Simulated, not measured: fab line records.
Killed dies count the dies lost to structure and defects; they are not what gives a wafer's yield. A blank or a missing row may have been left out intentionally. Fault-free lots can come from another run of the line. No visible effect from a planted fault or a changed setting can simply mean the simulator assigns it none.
fab line records + flow nandHarc
[record]
- lots = 5
- wafers = 15
- lastDay = 32
route steps=1302 shown P_GATE@185
lots that met no fault: from a run of the same line without faults
startH: hours from the record's first day to the start of the lot's first wafer shown + waitH: hours since the lot's step before + " the same as in the row above + L1.1+2: several wafers, shown together as one row + - no value present, or no start provided + * or withheld: withheld + < > ~ a bound
route shown NAME@n: NAME is a module with steps in the file, n the number in the route of the first one + usual: average and standard deviation across the fault-free wafers + same: alike in all rows + chamber/n: place in a boat + sites: each site's reading + _std_site: the standard deviation of these + _edge_site: inner sites' mean taken away from outer sites' mean + radiusMm: for every site, how far away it sits from the centre of the wafer + mask NAME#n: copy n + behind: the last tool/chamber to shape the wafer + hold: the reason the lot was held/the length of the hold in hours/how it ended + device: transistor that didn't switch, given as n, p or np + end of line: at the end of the route, the tests of the same wafers + a step with no rows: only its recipe + killed: the dies lost at the first sort to structure and to defects; this is not the yield of the wafer + map: per-die view of a wafer (x killed, . not killed, _ where there is no die)
set.NAME: the setting as run; set.NAME@STEP: as run at that earlier step + model.NAME: the simulator's own value behind a step, which no gauge read
lots seen at some steps along the route; tables by step, rows by wafer
services: when a tool's chamber went out of use (startH, in hours from the record's first day, below 0 if earlier), for how many hours, and the reason
[[steps]]
[step NHARC_P_GATE_CD_MEAS_59]
[recipe]
- targetCdNm = 720
- landingEnergyEv = 500
[usual]
- cdNm = 721/3.2
| lot.wafer | tool     | chamber | startH | waitH | cdNm |
|-----------|----------|---------|--------|-------|------|
| L174.1    | cdSem-01 | 0       | 109.99 | -     | 727  |
| L174.2    | "        | 0       | "      | "     | 722  |
| L174.4    | "        | 0       | "      | "     | 721  |
| L176.2    | cdSem-03 | 0       | 130.02 | -     | 714  |
| L176.4    | "        | 0       | "      | "     | 720  |
| L176.5    | "        | 0       | "      | "     | 715  |
| L181.1    | cdSem-01 | 0       | 183.59 | -     | 723  |
| L181.2    | "        | 0       | "      | "     | 725  |
| L181.3    | "        | 0       | "      | "     | 725  |
| L195.1    | cdSem-01 | 0       | 327.11 | -     | 722  |
| L195.4    | "        | 0       | "      | "     | 718  |
| L195.5    | "        | 0       | "      | "     | 719  |
| L196.3    | cdSem-03 | 0       | 332.42 | -     | 718  |
| L196.5    | "        | 0       | "      | "     | 719  |
| L196.6    | "        | 0       | "      | "     | 723  |
[step NHARC_P_GATE_HARDBAKE_60]
[recipe]
- tempC = 125
- timeS = 80
[step NHARC_P_GATE_DESCUM_61]
[recipe]
- timeS = 3
- o2FlowSccm = 200
- arFlowSccm = 0
- biasPowerW = 0
- chemistry = O2
[usual]
- drypumpMotorCurrentA = 5.8/0.49
- oesProductAu = 1.007/0.017
- rfVppV = 57.8/0.88
- showerheadPlenumPTorr = 1.93/0.093
- throttleValvePct = 11.312/0.0096
| lot.wafer | tool       | chamber | startH | waitH | drypumpMotorCurrentA | oesProductAu | rfHoursCounterH | rfVppV | showerheadPlenumPTorr | throttleValvePct |
|-----------|------------|---------|--------|-------|----------------------|--------------|-----------------|--------|-----------------------|------------------|
| L174.1    | rieDiel-13 | 2       | 110.16 | -     | 6.6                  | 1.013        | 8               | 58.2   | 2.01                  | 11.311           |
| L174.2    | "          | 0       | "      | "     | 5.7                  | 1.008        | 8               | 57.8   | 1.91                  | 11.318           |
| L174.4    | "          | 1       | "      | "     | 4.9                  | 1.018        | 7               | 58.1   | 2.04                  | 11.317           |
| L176.2    | rieDiel-07 | 2       | 130.17 | -     | 5.6                  | 1.007        | 0               | 57.7   | 1.78                  | 11.318           |
| L176.4    | "          | 1       | "      | "     | 5.0                  | 0.988        | 0               | 57.8   | 2.02                  | 11.327           |
| L176.5    | "          | 2       | "      | "     | 5.7                  | 1.018        | -               | 58.1   | 1.78                  | 11.310           |
| L181.3    | rieDiel-13 | 2       | 183.75 | -     | 6.6                  | 1.026        | 0               | 57.2   | 2.01                  | 11.307           |
| L181.2    | "          | 3       | "      | "     | 6.2                  | 1.014        | 0               | 58.4   | 1.86                  | 11.332           |
| L181.1    | "          | 1       | "      | "     | 4.9                  | 0.997        | 0               | 57.5   | 2.04                  | 11.306           |
| L195.1    | rieDiel-13 | 1       | 327.29 | -     | 4.9                  | 1.009        | 15              | 59.2   | 2.03                  | 11.319           |
| L195.4    | "          | 2       | "      | "     | 6.6                  | 1.018        | 10              | 57.7   | 2.01                  | 11.314           |
| L195.5    | "          | 1       | "      | "     | 4.9                  | 1.013        | -               | 59.2   | 2.03                  | 11.314           |
| L196.3    | rieDiel-01 | 0       | 332.58 | -     | 6.1                  | 1.027        | 5               | 58.4   | 2.02                  | 11.301           |
| L196.6    | "          | 0       | "      | "     | 6.2                  | 1.026        | -               | 56.4   | 2.02                  | 11.330           |
| L196.5    | "          | 1       | "      | "     | 5.2                  | 1.025        | -               | 58.0   | 2.05                  | 11.308           |
[step NHARC_P_GATE_IMPLANT_62]
[recipe]
- energyKev = 20
- doseCm2 = 3e+15
- tiltDeg = 7
[step NHARC_P_GATE_STRIP_112]
[recipe]
- powerW = 1500
- tempC = 110
- timeS = 200
- chemistry = N2/H2
[usual]
- drypumpMotorCurrentA = 5.8/0.43
- heaterPowerW = 87/5
- tempC = 110.01/0.14
| lot.wafer | tool           | chamber | startH | waitH | drypumpMotorCurrentA | heaterPowerW | rfHoursCounterH | tempC  |
|-----------|----------------|---------|--------|-------|----------------------|--------------|-----------------|--------|
| L174.1    | plasmaAsher-02 | 0       | 110.53 | 0.2   | 6.0                  | 90           | 5               | 110.11 |
| L174.2    | "              | 1       | "      | "     | 5.6                  | 90           | 5               | 109.88 |
| L174.4    | "              | 0       | "      | "     | 6.0                  | 90           | -               | 109.92 |
| L176.2    | plasmaAsher-01 | 0       | 130.59 | 0.2   | 6.5                  | 75           | 26              | 109.67 |
| L176.4    | "              | 1       | "      | "     | 5.1                  | 90           | -               | 110.03 |
| L176.5    | "              | 0       | "      | "     | 6.5                  | 74           | -               | 109.93 |
| L181.2    | plasmaAsher-01 | 1       | 184.14 | 0.2   | 5.1                  | 85           | 2               | 110.38 |
| L181.1    | "              | 0       | "      | "     | 6.5                  | 80           | 2               | 109.90 |
| L181.3    | "              | 0       | "      | "     | 6.5                  | 79           | -               | 109.86 |
| L195.1    | plasmaAsher-02 | 0       | 327.69 | 0.2   | 6.0                  | 90           | 14              | 109.96 |
| L195.4    | "              | 1       | "      | "     | 5.6                  | 93           | -               | 109.97 |
| L195.5    | "              | 0       | "      | "     | 6.0                  | 90           | -               | 109.99 |
| L196.3    | plasmaAsher-02 | 0       | 333.03 | 0.2   | 6.0                  | 88           | -               | 110.05 |
| L196.6    | "              | 0       | "      | "     | 6.0                  | 89           | -               | 109.97 |
| L196.5    | "              | 1       | "      | "     | 5.7                  | 94           | -               | 109.80 |
[step NHARC_P_GATE_STRIP_76]
[recipe]
- powerW = 1500
- tempC = 250
- chemistry = O2
[usual]
- drypumpMotorCurrentA = 5.8/0.43
- heaterPowerW = 328/18
- tempC = 250.01/0.16
| lot.wafer | tool           | chamber | startH | waitH | drypumpMotorCurrentA | heaterPowerW | rfHoursCounterH | tempC  |
|-----------|----------------|---------|--------|-------|----------------------|--------------|-----------------|--------|
| L174.1    | plasmaAsher-02 | 0       | 110.80 | 0.2   | 6.0                  | 328          | 6               | 250.17 |
| L174.2    | "              | 1       | "      | "     | 5.6                  | 345          | 6               | 249.92 |
| L174.4    | "              | 0       | "      | "     | 6.0                  | 329          | -               | 249.91 |
| L176.2    | plasmaAsher-01 | 0       | 130.81 | 0.2   | 6.5                  | 288          | 27              | 249.83 |
| L176.4    | "              | 1       | "      | "     | 5.1                  | 331          | -               | 250.34 |
| L176.5    | "              | 0       | "      | "     | 6.5                  | 285          | -               | 249.82 |
| L181.2    | plasmaAsher-01 | 1       | 184.40 | 0.2   | 5.1                  | 304          | 2               | 249.73 |
| L181.1    | "              | 0       | "      | "     | 6.5                  | 296          | 2               | 249.96 |
| L181.3    | "              | 0       | "      | "     | 6.5                  | 309          | -               | 250.25 |
| L195.1    | plasmaAsher-02 | 0       | 327.92 | 0.2   | 6.0                  | 343          | 15              | 249.71 |
| L195.4    | "              | 1       | "      | "     | 5.7                  | 351          | -               | 250.16 |
| L195.5    | "              | 0       | "      | "     | 6.0                  | 336          | -               | 249.79 |
| L196.3    | plasmaAsher-02 | 0       | 333.23 | 0.2   | 6.0                  | 336          | -               | 250.30 |
| L196.6    | "              | 0       | "      | "     | 6.0                  | 332          | -               | 250.09 |
| L196.5    | "              | 1       | "      | "     | 5.6                  | 349          | -               | 249.73 |
[step NHARC_P_GATE_STRIP_63]
[recipe]
- timeS = 900
- tempC = 130
- chemistry = SPM
[step NHARC_P_GATE_DEHYDRATE_83]
[recipe]
- tempC = 150
- timeS = 120
[step NHARC_P_GATE_HMDS_84]
[recipe]
- timeS = 30
[step NHARC_P_GATE_COAT_85]
[recipe]
- spinRpm = 3000
[step NHARC_P_GATE_SOFTBAKE_86]
[recipe]
- tempC = 122
- timeS = 95
[step NHARC_P_GATE_EBR_87]
[step NHARC_P_GATE_EXPOSE_88]
[recipe]
- na = 0.6
- targetCdNm = 2000
- doseMj = 11.87
- maskId = P_HVN
| lot.wafer  | tool          | chamber | startH | waitH | mask       |
|------------|---------------|---------|--------|-------|------------|
| L174.1+2+4 | krfScanner-02 | 0       | 111.46 | -     | P_HVN#0    |
| L176.2+4+5 | krfScanner-04 | 0       | 131.57 | -     | P_HVN#0    |
| L181.1+2+3 | krfScanner-02 | 0       | 185.17 | -     | P_HVN_R1#0 |
| L195.1+4+5 | krfScanner-04 | 0       | 328.60 | -     | P_HVN#0    |
| L196.3+5+6 | krfScanner-04 | 0       | 333.86 | -     | P_HVN#0    |
[step NHARC_P_GATE_PEB_89]
[recipe]
- pebTempC = 118
- pebTimeS = 85
[step NHARC_P_GATE_DEVELOP_90]
[recipe]
- timeS = 70
[step NHARC_P_GATE_CD_MEAS_91]
[recipe]
- targetCdNm = 2000
- landingEnergyEv = 500
[usual]
- cdNm = 1999/3
| lot.wafer | tool     | chamber | startH | waitH | cdNm |
|-----------|----------|---------|--------|-------|------|
| L174.1    | cdSem-03 | 0       | 111.62 | -     | 2003 |
| L174.2    | "        | 0       | "      | "     | 2003 |
| L174.4    | "        | 0       | "      | "     | 2002 |
| L176.2    | cdSem-01 | 0       | 131.72 | -     | 1999 |
| L176.4    | "        | 0       | "      | "     | 2003 |
| L176.5    | "        | 0       | "      | "     | 2003 |
| L181.1    | cdSem-01 | 0       | 185.32 | -     | 2023 |
| L181.2    | "        | 0       | "      | "     | 2018 |
| L181.3    | "        | 0       | "      | "     | 2021 |
| L195.1    | cdSem-02 | 0       | 328.76 | -     | 2005 |
| L195.4    | "        | 0       | "      | "     | 1999 |
| L195.5    | "        | 0       | "      | "     | 2003 |
| L196.3    | cdSem-02 | 0       | 334.01 | -     | 2003 |
| L196.5    | "        | 0       | "      | "     | 2002 |
| L196.6    | "        | 0       | "      | "     | 2002 |
[step NHARC_P_GATE_HARDBAKE_92]
[recipe]
- tempC = 125
- timeS = 80
[step NHARC_P_GATE_DESCUM_93]
[recipe]
- timeS = 3
- o2FlowSccm = 200
- arFlowSccm = 0
- biasPowerW = 0
- chemistry = O2
[usual]
- drypumpMotorCurrentA = 5.8/0.49
- oesProductAu = 1.006/0.016
- rfVppV = 57.8/0.89
- showerheadPlenumPTorr = 1.93/0.095
- throttleValvePct = 11.312/0.009
| lot.wafer | tool       | chamber | startH | waitH | drypumpMotorCurrentA | oesProductAu | rfHoursCounterH | rfVppV | showerheadPlenumPTorr | throttleValvePct | model.P_GATE.cdNm |
|-----------|------------|---------|--------|-------|----------------------|--------------|-----------------|--------|-----------------------|------------------|-------------------|
| L174.1    | rieDiel-13 | 3       | 111.78 | -     | 6.2                  | 1.020        | 10              | 56.8   | 1.86                  | 11.316           | 2004              |
| L174.4    | "          | 0       | "      | "     | 5.7                  | 1.001        | 8               | 58.9   | 1.91                  | 11.314           | 2001              |
| L174.2    | "          | 1       | "      | "     | 4.9                  | 1.002        | 7               | 56.9   | 2.04                  | 11.308           | 2003              |
| L176.2    | rieDiel-13 | 2       | 131.88 | -     | 6.5                  | 1.010        | 9               | 59.5   | 2.01                  | 11.322           | 2000              |
| L176.4    | "          | 0       | "      | "     | 5.7                  | 0.996        | 9               | 58.0   | 1.91                  | 11.304           | 2002              |
| L176.5    | "          | 3       | "      | "     | 6.2                  | 1.022        | -               | 56.3   | 1.86                  | 11.314           | 2002              |
| L181.2    | rieDiel-01 | 1       | 185.48 | -     | 5.3                  | 0.994        | 9               | 58.7   | 2.05                  | 11.300           | 2018              |
| L181.3    | "          | 2       | "      | "     | 5.9                  | 0.993        | 9               | 57.0   | 1.86                  | 11.308           | 2021              |
| L181.1    | "          | 3       | "      | "     | 5.9                  | 1.025        | 10              | 58.5   | 1.80                  | 11.306           | 2023              |
| L195.1    | rieDiel-01 | 3       | 328.94 | -     | 5.9                  | 1.016        | 4               | 57.6   | 1.80                  | 11.316           | 2006              |
| L195.4    | "          | 0       | "      | "     | 6.2                  | 1.026        | 4               | 56.1   | 2.01                  | 11.307           | 2000              |
| L195.5    | "          | 1       | "      | "     | 5.2                  | 1.030        | -               | 58.1   | 2.05                  | 11.306           | 2003              |
| L196.3    | rieDiel-01 | 1       | 334.18 | -     | 5.2                  | 1.018        | 4               | 58.5   | 2.05                  | 11.304           | 2002              |
| L196.5    | "          | 0       | "      | "     | 6.2                  | 1.015        | -               | 57.2   | 2.01                  | 11.315           | 2002              |
| L196.6    | "          | 1       | "      | "     | 5.2                  | 1.031        | -               | 57.5   | 2.05                  | 11.318           | 2001              |
[step NHARC_P_GATE_IMPLANT_94]
[recipe]
- energyKev = 60
- doseCm2 = 2e+15
- tiltDeg = 7
[[services]]
| tool           | chamber | startH | hours | kind   |
|----------------|---------|--------|-------|--------|
| rieDiel-01     | 0       | 90.23  | 7.8   | repair |
| krfScanner-04  | -       | 91.74  | 1.0   | repair |
| krfScanner-02  | -       | 94.00  | 4.0   | pm     |
| rieDiel-07     | -       | 117.20 | 9.0   | pm     |
| rieDiel-13     | 1       | 120.04 | 4.3   | repair |
| rieDiel-13     | 0       | 125.28 | 4.0   | repair |
| rieDiel-13     | 0       | 134.27 | 2.6   | repair |
| rieDiel-13     | -       | 165.00 | 9.0   | pm     |
| plasmaAsher-01 | -       | 165.26 | 9.0   | pm     |
| krfScanner-04  | -       | 182.35 | 4.0   | pm     |
| rieDiel-01     | 0       | 185.15 | 2.8   | repair |
| rieDiel-07     | 0       | 189.96 | 4.2   | repair |
| rieDiel-01     | -       | 203.80 | 9.0   | pm     |
| krfScanner-04  | -       | 208.95 | 0.2   | repair |
| rieDiel-13     | 2       | 220.15 | 34.9  | repair |
| rieDiel-13     | 3       | 236.14 | 2.6   | repair |
| plasmaAsher-02 | -       | 249.00 | 9.0   | pm     |
| krfScanner-02  | -       | 266.00 | 4.0   | pm     |
| plasmaAsher-01 | -       | 269.19 | 1.2   | repair |
| plasmaAsher-02 | -       | 282.25 | 1.0   | repair |
| rieDiel-13     | 2       | 290.62 | 6.3   | repair |
| rieDiel-01     | 2       | 294.55 | 8.8   | repair |
| rieDiel-13     | 3       | 305.49 | 14.4  | repair |
| rieDiel-01     | -       | 307.05 | 0.8   | repair |
[[key]]
[firstSign]
- step = NHARC_P_GATE_EXPOSE_88
- reading = mask
- direction = changed
[effect]
- step = NHARC_P_GATE_CD_MEAS_91
- reading = cdNm
- direction = up
- sigmas = 7
- usual = 1999
- struck = 2021
[modelEffect]
- step = NHARC_P_GATE_DESCUM_93
- value = P_GATE.cdNm
- without = 1995
- struck = 2021
metAt NHARC_P_GATE_EXPOSE_88
struckWafers L181.1,L181.2,L181.3
testerLeftOut L181
onsetBetween 111.46 185.17
[fault]
- kind = wrongMask
- tool = any
- chamber = -
- onsetH = 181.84
- steps = NHARC_P_GATE_EXPOSE_88
- auxCopy = P_HVN_R1#0
- cdOffsetNm = 25.649
- scope = struckLotsOnly
// testerLeftOut: of these lots the tester's yield and bins aren't shown, on N5 and GAA mostly nor the transistor test; their killed dies are dies lost to structure and defects alone, not to doping, threshold or leakage, so they don't give the yield
